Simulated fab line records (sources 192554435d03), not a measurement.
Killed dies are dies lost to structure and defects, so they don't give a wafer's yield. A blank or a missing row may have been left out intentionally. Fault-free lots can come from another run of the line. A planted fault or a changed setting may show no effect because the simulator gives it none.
A struck lot beside a sound one || flow n5_finfet || 36 out of 1938 route steps
Sound: wafers L965.1, L965.2, L965.4. Struck: wafers L983.1, L983.2, L983.6. The cause comes at the end.
Per side, at each step with rows, come the tool, then ch with its chambers, and then its first start. Under that, the readings that differ: sound wafers || struck wafers || difference of the means || sigmas: that difference in standard deviations of wafers without a fault.
alike: a reading whose means differ by less than 2 such deviations, as well as words and numbers matching on both sides. not compared: withheld readings; readings where some wafer has no value; bounds like >300 that might hide an equal value; numbers whose values overlap and for which the record gives no deviation.
A row with sigmas, a row that says differs or no value, or rows on one side alone: a step with any of these is where the two part. When numbers do not overlap yet have no deviation, they are printed without sigmas and do not part them. A reading missing from all wafers of one side parts the sides only when that side holds two or more wafers.

first, 9 steps without rows for these wafers: N5_BEOL_M4_ANNEAL_95 (time 240 s); N5_BEOL_M4_SPUTTER_96 (material Cu, target thk 4.5 nm, time 8.29 s); N5_BEOL_M4_ECD_50 (material Cu, target thk 300 nm); N5_BEOL_M4_ANNEAL_51 (time 90 s); N5_BEOL_M4_CMP_52 (polishes, stops on SiOC, t overpolish 6.8 s, target thk 40 nm); N5_BEOL_M4_PRE_CLEAN_60 (time 15 s); N5_BEOL_M4_CO_CAP_55 (material Co, precursor CCTBA/H2, target thk 2 nm, time 102.1 s); N5_BEOL_M4_PRE_CLEAN_56 (time 15 s); N5_BEOL_M4_DEP_57 (deposits SiCN from 3MS/NH3, target thk 8 nm, time 14 s).
N5_BEOL_M4_RC_MEAS_101:
  sound on prober-02 ch 0, day 8 09:25; struck on prober-01 ch 0, day 13 09:58
  alike: DIBL_N, DIBL_P, IOFF_N, IOFF_P, ION_N, ION_P, SS_N, SS_P, VT_N, VT_P
then, 24 steps without rows for these wafers: N5_BEOL_M5_ILD_DEP_00 (deposits SiCOH lowk from DEMS/porogen, target thk 140.64 nm, time 25.9 s); N5_BEOL_M5_CURE_79 (cures SiCOH lowk, time 240 s); N5_BEOL_M5_PECVD_70 (deposits SiO2 from TEOS/O2, target thk 16 nm, time 18 s); N5_BEOL_M5_HM_DEP_02 (deposits TiN, target thk 20 nm); N5_BEOL_M5_COAT_59 (time 60 s, resist thk 60 nm); N5_BEOL_M5_COAT_60 (time 60 s, resist thk 12 nm); N5_BEOL_M5_COAT_71 (time 60 s, resist thk 5 nm); N5_BEOL_M5_COAT_05 (resist thk 30 nm); N5_BEOL_M5_EBR_07; N5_BEOL_M5_SOFTBAKE_06 (time 60 s); N5_BEOL_M5_EXPOSE_08 (exposes mask M5, target cd 28 nm); N5_BEOL_M5_PEB_09 (peb time 60 s); N5_BEOL_M5_DEVELOP_10 (develop time 30 s); N5_BEOL_M5_DESCUM_16 (chemistry O2, time 7 s); N5_BEOL_M5_ETCH_72 (etches underlayer in N2/H2, target depth 6.5 nm, time 5.2 s); N5_BEOL_M5_ETCH_61 (etches SiARC in CF4, target depth 15.6 nm, time 26 s); N5_BEOL_M5_ETCH_62 (etches SOC in N2/H2, target depth 75 nm, overetch 15 nm, time 112.5 s); N5_BEOL_M5_STRIP_63 (strips in N2/H2); N5_BEOL_M5_STRIP_73 (strips in N2/H2); N5_BEOL_M5_STRIP_64 (strips in CF4); N5_BEOL_M5_HM_OPEN_17 (chemistry Cl2/BCl3, target TiN, target depth 20 nm, overetch 6 nm); N5_BEOL_M5_STRIP_19 (strips in O2); N5_BEOL_M5_COAT_65 (time 60 s, resist thk 60 nm); N5_BEOL_M5_COAT_66 (time 60 s, resist thk 12 nm).
-- record jumps: 2 days separate the struck wafers' starts on either side; left off in module BEOL_M5, taken up again in module BEOL_M10, whose first shown step is the route's number 1533 --
N5_BEOL_M10_DEP_56: deposits SiCN from 3MS/NH3, target thk 15 nm, time 26.5 s.
  sound on pecvd-04 ch 0,1, day 11 00:33; struck on pecvd-02 ch 0,1, day 15 18:25
  no value came back on the struck wafers for chamber_pressure_Torr (Torr), rf_fwd_power_W (W), showerhead_plenum_p_Torr (Torr), throttle_valve_pct (%); on the sound wafers chamber_pressure_Torr (Torr) reads 2.988 2.993 2.992
-- a jump in the record: the struck wafers' starts before and after are 2 days apart (it breaks off in module BEOL_M10 and resumes in module PASSIVATION, where the first step shown is number 1936 of the route) --
N5_PASSIVATION_PROBE_49:
  the record has rows for the struck wafers here (prober-02, day 18 00:50) and none for the sound ones

== WHERE THEY PART ==
At N5_BEOL_M10_DEP_56 first; at N5_PASSIVATION_PROBE_49 last (within this record only).

WHY: whatever the simulator had introduced
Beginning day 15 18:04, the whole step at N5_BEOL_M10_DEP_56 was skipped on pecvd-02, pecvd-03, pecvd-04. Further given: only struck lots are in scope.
